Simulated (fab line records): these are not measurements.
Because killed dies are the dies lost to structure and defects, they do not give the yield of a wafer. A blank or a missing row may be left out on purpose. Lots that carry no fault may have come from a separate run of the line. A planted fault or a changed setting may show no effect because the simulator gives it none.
Split-lot study | flow n5-finfet | 39 wafers read across 7 lots, on a route 1938 steps long

## THE SPLIT ITSELF
At N5_BEOL_M2_TRENCH_ETCH_37 (etches SiOC in C4F6/O2, target depth 55.555 nm, time 29.2 s), the setting time-s was moved away from the recipe's 29.2 s on 12 of the 39 wafers read, by -55.4% to +52.3%. This setting was run at the recipe's value on the other wafers.

## FROM THE SPLIT TO THE READING: what the file shows between them, 8 steps
- N5_BEOL_M2_ETCH_41: etches SiCN in CH3F/O2, target depth 29.9 nm, time 52.5 s
- N5_BEOL_M2_STRIP_97: strips in N2/H2, time 10 s
- N5_BEOL_M2_OCD_MEAS_38
- N5_BEOL_M2_HM_STRIP_39: strips TiN in peroxide tin strip, target depth 25 nm, time 158 s
- N5_BEOL_M2_SRD_40: time 30 s
- N5_BEOL_M2_ECD_50: material Cu, target thk 300 nm
- N5_BEOL_M2_ANNEAL_51: time 90 s
- N5_BEOL_M2_CMP_52: polishes, stops on SiOC, t overpolish 6.8 s, target thk 40 nm

## THE READING
M2_THK, in nm, at N5_BEOL_M2_THK_MEAS_53 (measures by xrf). Fault-free wafers of this fab line usually give 40.3 nm, standard deviation 1.3 nm.

wafer  | tool, chamber at the split | time-s as run, s | against the recipe | M2_THK, nm | against lot-mates on the recipe
L074.1 | rie-diel-02, 2             | 40               | +37.0%             | 60.9       | +21.0
L074.2 | rie-diel-02, 0             | 29.2             | recipe             | 40.2       | -
L074.3 | rie-diel-02, 1             | 29.2             | recipe             | 39.5       | -
L074.4 | rie-diel-02, 3             | 29.2             | recipe             | 40.1       | -
L074.5 | rie-diel-02, 0             | 40               | +37.0%             | 60.0       | +20.1
L074.6 | rie-diel-02, 1             | 40               | +37.0%             | 60.5       | +20.6
L075.1 | rie-diel-02, 3             | 44.46            | +52.3%             | 66.9       | +27.7
L075.2 | rie-diel-02, 1             | 29.2             | recipe             | 38.8       | -
L075.3 | rie-diel-02, 0             | 29.2             | recipe             | 39.8       | -
L075.4 | rie-diel-02, 2             | 44.46            | +52.3%             | 67.2       | +28.0
L075.5 | rie-diel-02, 1             | 44.46            | +52.3%             | 67.2       | +28.0
L075.6 | rie-diel-02, 2             | 29.2             | recipe             | 39.1       | -
L081.1 | rie-diel-02, 2             | 29.2             | recipe             | 38.1       | -
L081.2 | rie-diel-02, 3             | 29.2             | recipe             | 38.0       | -
L081.3 | rie-diel-02, 0             | 29.2             | recipe             | 39.1       | -
L081.4 | rie-diel-02, 2             | 29.2             | recipe             | 38.9       | -
L081.5 | rie-diel-02, 0             | 29.2             | recipe             | 39.0       | -
L081.6 | rie-diel-02, 3             | 29.2             | recipe             | 39.2       | -
L086.1 | rie-diel-05, 3             | 29.2             | recipe             | 39.2       | -
L086.4 | rie-diel-05, 0             | 29.2             | recipe             | 40.3       | -
L086.5 | rie-diel-05, 2             | 29.2             | recipe             | 39.4       | -
L087.1 | rie-diel-05, 0             | 13.03            | -55.4%             | 9.1        | -31.6
L087.2 | rie-diel-05, 2             | 13.03            | -55.4%             | 8.7        | -32.0
L087.3 | rie-diel-05, 3             | 13.03            | -55.4%             | 10.5       | -30.2
L087.4 | rie-diel-05, 1             | 29.2             | recipe             | 41.1       | -
L087.5 | rie-diel-05, 2             | 29.2             | recipe             | 40.6       | -
L087.6 | rie-diel-05, 3             | 29.2             | recipe             | 40.3       | -
L088.1 | rie-diel-02, 0             | 29.2             | recipe             | 39.6       | -
L088.2 | rie-diel-02, 1             | 29.2             | recipe             | 37.4       | -
L088.3 | rie-diel-02, 2             | 17.75            | -39.2%             | 16.9       | -21.8
L088.4 | rie-diel-02, 0             | 17.75            | -39.2%             | 17.2       | -21.5
L088.5 | rie-diel-02, 2             | 17.75            | -39.2%             | 16.4       | -22.3
L088.6 | rie-diel-02, 1             | 29.2             | recipe             | 39.0       | -
L090.1 | rie-diel-04, 3             | 29.2             | recipe             | 40.6       | -
L090.2 | rie-diel-04, 2             | 29.2             | recipe             | 41.7       | -
L090.3 | rie-diel-04, 0             | 29.2             | recipe             | 42.9       | -
L090.4 | rie-diel-04, 1             | 29.2             | recipe             | 41.5       | -
L090.5 | rie-diel-04, 1             | 29.2             | recipe             | 41.2       | -
L090.6 | rie-diel-04, 2             | 29.2             | recipe             | 42.9       | -

FIT RESULTS
A straight line over all 39 wafers: M2_THK changes by +0.548 nm for each +1% of time-s; r = +1.00; the points scatter about the line by 1.3 nm.
The same after taking each lot's own level away (the mean of its wafers on the recipe; 39 wafers): +0.552 nm for each +1%; r = +1.00; scatter 0.67 nm.
The reading moves by 31 nm for the largest change in time-s, on that fit.
The lots' own levels span 38.67 to 41.80 nm, that is 2.4 times the standard deviation above.
Hence the lot-to-lot level has little effect on the slope; both slopes agree.
Check: with one of the wafers moved furthest among these (-55.4%) left out of the fit, the line predicts -30.5 nm for it against its lot-mates. It came out at -31.6 nm against them.

## THE WHOLE CHAIN: every reading that the file lists as answering this split, in the file's order
step                      | what it does                                                  | reading                                                                          | change (the file's fit)                                                              | r (the file's)
N5_BEOL_M2_TRENCH_ETCH_37 | etches SiOC in C4F6/O2, target depth 55.555 nm, time 29.2 s   | BEOL_M2.feature-depth-nm (the simulator's own value, which no gauge read)        | +0.554 nm for each +1% of the setting                                                | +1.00
N5_BEOL_M2_TRENCH_ETCH_37 | etches SiOC in C4F6/O2, target depth 55.555 nm, time 29.2 s   | etch.depth-nm (the simulator's own value, which no gauge read)                   | +0.555 nm for each +1% of the setting                                                | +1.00
N5_BEOL_M2_TRENCH_ETCH_37 | etches SiOC in C4F6/O2, target depth 55.555 nm, time 29.2 s   | TiN_of_BEOL_M2_HM_DEP_02.thk-nm (the simulator's own value, which no gauge read) | -0.0244 nm for each +1% of the setting                                               | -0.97
N5_BEOL_M2_OCD_MEAS_38    |                                                               | trench-depth-nm                                                                  | +0.555 nm for each +1% of the setting                                                | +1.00
N5_BEOL_M2_CMP_52         | polishes, stops on SiOC, t overpolish 6.8 s, target thk 40 nm | Cu_of_BEOL_M2_ECD_50.thk-nm (the simulator's own value, which no gauge read)     | +0.549 nm for each +1% of the setting                                                | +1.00
N5_BEOL_M2_THK_MEAS_53    | measures by xrf                                               | M2_THK                                                                           | +0.552 for each +1% of the setting                                                   | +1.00
N5_BEOL_M2_RS_MEAS_58     | measures by four-point-probe                                  | M2_RS                                                                            | not straight: 5.046 at the lowest setting, 0.678 at the recipe, 0.352 at the highest | not given

## FILE'S OWN FIT
M2_THK changes by +0.552 nm for each +1% of time-s, r = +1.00.
